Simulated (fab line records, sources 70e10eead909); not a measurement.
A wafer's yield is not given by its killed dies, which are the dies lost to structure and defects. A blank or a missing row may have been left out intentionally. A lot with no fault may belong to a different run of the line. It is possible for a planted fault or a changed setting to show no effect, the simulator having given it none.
Which tool did it? :: flow nand harc :: 11 lots, 33 wafers sampled, at 3 steps of a route of 1159

## WHAT EACH GAUGE READ, for each wafer
NHARC_A_M1_CD_MEAS_09 targets a cd of 120 nm. Usual: cd nm reads 120.3 nm (standard deviation 0.41).
lot: L821
measured: day 17 22:20
on: cd sem-03
cd nm (nm): 120.0 119.9 120.5
flag: 

lot: L825
measured: day 18 03:44
on: cd sem-03
cd nm (nm): 120.0 119.9 119.9
flag: 

lot: L824
measured: day 18 07:00
on: cd sem-02
cd nm (nm): 120.1 120.1 120.6
flag: 

lot: L826
measured: day 18 14:49
on: cd sem-02
cd nm (nm): 121.0 120.6 120.1
flag: 

lot: L827
measured: day 19 05:02
on: cd sem-03
cd nm (nm): 120.0 120.9 120.4
flag: 

lot: L832
measured: day 20 20:56
on: cd sem-02
cd nm (nm): 113.5 114.5 113.4
flag: OFF

lot: L837
measured: day 21 18:09
on: cd sem-02
cd nm (nm): 113.6 113.8 113.6
flag: OFF

lot: L839
measured: day 22 00:13
on: cd sem-03
cd nm (nm): 119.9 120.4 120.7
flag: 

lot: L838
measured: day 22 15:13
on: cd sem-01
cd nm (nm): 120.9 120.4 120.3
flag: 

lot: L840
measured: day 22 15:22
on: cd sem-01
cd nm (nm): 120.1 120.4 120.5
flag: 

lot: L843
measured: day 23 18:01
on: cd sem-02
cd nm (nm): 120.7 120.5 120.3
flag: 

## WHAT TOOL EACH LOT RAN ON (gives the tool, then ch and the chambers of the sampled wafers, and finally the start)
lot: L821
NHARC_A_M0_DEP_32: pecvd-03 ch 0,1, day 17 21:05
NHARC_A_M1_PEB_07: litho track-04 ch 0, day 17 22:16

lot: L825
NHARC_A_M0_DEP_32: pecvd-02 ch 0,2, day 18 02:35
NHARC_A_M1_PEB_07: litho track-01 ch 0, day 18 03:40

lot: L824
NHARC_A_M0_DEP_32: pecvd-01 ch 1,2, day 18 05:49
NHARC_A_M1_PEB_07: litho track-04 ch 0, day 18 06:55

lot: L826
NHARC_A_M0_DEP_32: pecvd-03 ch 0,2, day 18 13:42
NHARC_A_M1_PEB_07: litho track-04 ch 0, day 18 14:44

lot: L827
NHARC_A_M0_DEP_32: pecvd-03 ch 0,1,2, day 19 03:45
NHARC_A_M1_PEB_07: litho track-06 ch 0, day 19 04:57

lot: L832
NHARC_A_M0_DEP_32: pecvd-02 ch 0,1,2, day 20 19:45
NHARC_A_M1_PEB_07: litho track-04 ch 0, day 20 20:51

lot: L837
NHARC_A_M0_DEP_32: pecvd-01 ch 0,2, day 21 16:52
NHARC_A_M1_PEB_07: litho track-04 ch 0, day 21 18:04

lot: L839
NHARC_A_M0_DEP_32: pecvd-01 ch 0,2, day 21 23:05
NHARC_A_M1_PEB_07: litho track-01 ch 0, day 22 00:08

lot: L838
NHARC_A_M0_DEP_32: pecvd-01 ch 1,2, day 22 13:59
NHARC_A_M1_PEB_07: litho track-01 ch 0, day 22 15:08

lot: L840
NHARC_A_M0_DEP_32: pecvd-03 ch 0,1,2, day 22 14:07
NHARC_A_M1_PEB_07: litho track-06 ch 0, day 22 15:17

lot: L843
NHARC_A_M0_DEP_32: pecvd-03 ch 0,1,2, day 23 16:44
NHARC_A_M1_PEB_07: litho track-01 ch 0, day 23 17:56
- NHARC_A_M0_DEP_32: deposits SiCN, target thk 30 nm.
- NHARC_A_M1_PEB_07: peb time 65 s.

## WHAT THE TOOLS THEMSELVES READ (means of the sampled wafers that have a number; where no wafer has one, the mark that the record gives instead)
NHARC_A_M0_DEP_32. Usual: heater power w reads 607 W (standard deviation 49).
lot: L821
tool: pecvd-03
heater power w (W): 592
flag: 

lot: L825
tool: pecvd-02
heater power w (W): 620
flag: 

lot: L824
tool: pecvd-01
heater power w (W): 552
flag: 

lot: L826
tool: pecvd-03
heater power w (W): 606
flag: 

lot: L827
tool: pecvd-03
heater power w (W): 673
flag: 

lot: L832
tool: pecvd-02
heater power w (W): 559
flag: 

lot: L837
tool: pecvd-01
heater power w (W): 624
flag: 

lot: L839
tool: pecvd-01
heater power w (W): 594
flag: 

lot: L838
tool: pecvd-01
heater power w (W): 615
flag: 

lot: L840
tool: pecvd-03
heater power w (W): 603
flag: 

lot: L843
tool: pecvd-03
heater power w (W): 649
flag: 

NHARC_A_M1_PEB_07. Usual: exhaust pa 45.2 Pa, standard deviation 0.77; heater power total W 156.6 W, standard deviation 0.43.
lot: L821
tool: litho track-04
exhaust pa (Pa): 45.0
heater power total W (W): 156.3
flag: 

lot: L825
tool: litho track-01
exhaust pa (Pa): 44.7
heater power total W (W): 156.6
flag: 

lot: L824
tool: litho track-04
exhaust pa (Pa): 44.9
heater power total W (W): 156.9
flag: 

lot: L826
tool: litho track-04
exhaust pa (Pa): 45.3
heater power total W (W): 156.6
flag: 

lot: L827
tool: litho track-06
exhaust pa (Pa): 45.2
heater power total W (W): 156.7
flag: 

lot: L832
tool: litho track-04
exhaust pa (Pa): 45.6
heater power total W (W): 173.7
flag: OFF

lot: L837
tool: litho track-04
exhaust pa (Pa): 44.9
heater power total W (W): 172.9
flag: OFF

lot: L839
tool: litho track-01
exhaust pa (Pa): 44.9
heater power total W (W): 156.5
flag: 

lot: L838
tool: litho track-01
exhaust pa (Pa): 46.0
heater power total W (W): 156.4
flag: 

lot: L840
tool: litho track-06
exhaust pa (Pa): 45.1
heater power total W (W): 156.3
flag: 

lot: L843
tool: litho track-01
exhaust pa (Pa): 45.0
heater power total W (W): 157.0
flag: 

## THE ANSWER, worked out from the rows above alone
Rule: a lot is off if the mean of its wafers that have a number lies more than 3 standard deviations from the usual mean. A lot without any number at a reading at which 4 lots or more have one is off too. Any other lot the step has rows for is counted as sound. Order of review: gauges by route order, followed by the tools' own readings, for which a lot's mean as printed above is used. The first step at which some lot is off is used, and at that step the reading that is off furthest; a lot without a number counts as furthest.
Off: L832, L837, at NHARC_A_M1_CD_MEAS_09 (cd nm).
If a tool, at a process step before that reading, ran all the lots that are off and no sound lot after the first of them, it fits. Not tried: the gauges at NHARC_A_M1_CD_MEAS_09; whatever is off there is also off at NHARC_A_M1_PEB_07, on other tools, and gauge error can't account for it. One fits: litho track-04 at NHARC_A_M1_PEB_07. Its last sound lot is L826 (day 18 14:44), its first lot that is off L832 (day 20 20:51): a fault that began between those two fits.
The tool's own readings at NHARC_A_M1_PEB_07 bear it out: on the lots that are off they differ by more than 5 times the standard deviation of the sound lots' means. heater power total W reads 173.3 W there against 156.6 W on the sound lots.

## WHAT THE SIMULATOR PUT IN
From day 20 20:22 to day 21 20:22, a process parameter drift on litho track-04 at NHARC_A_M1_PEB_07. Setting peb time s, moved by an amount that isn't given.
Struck lots among those shown: L832, L837. The rule given above showed the same thing.
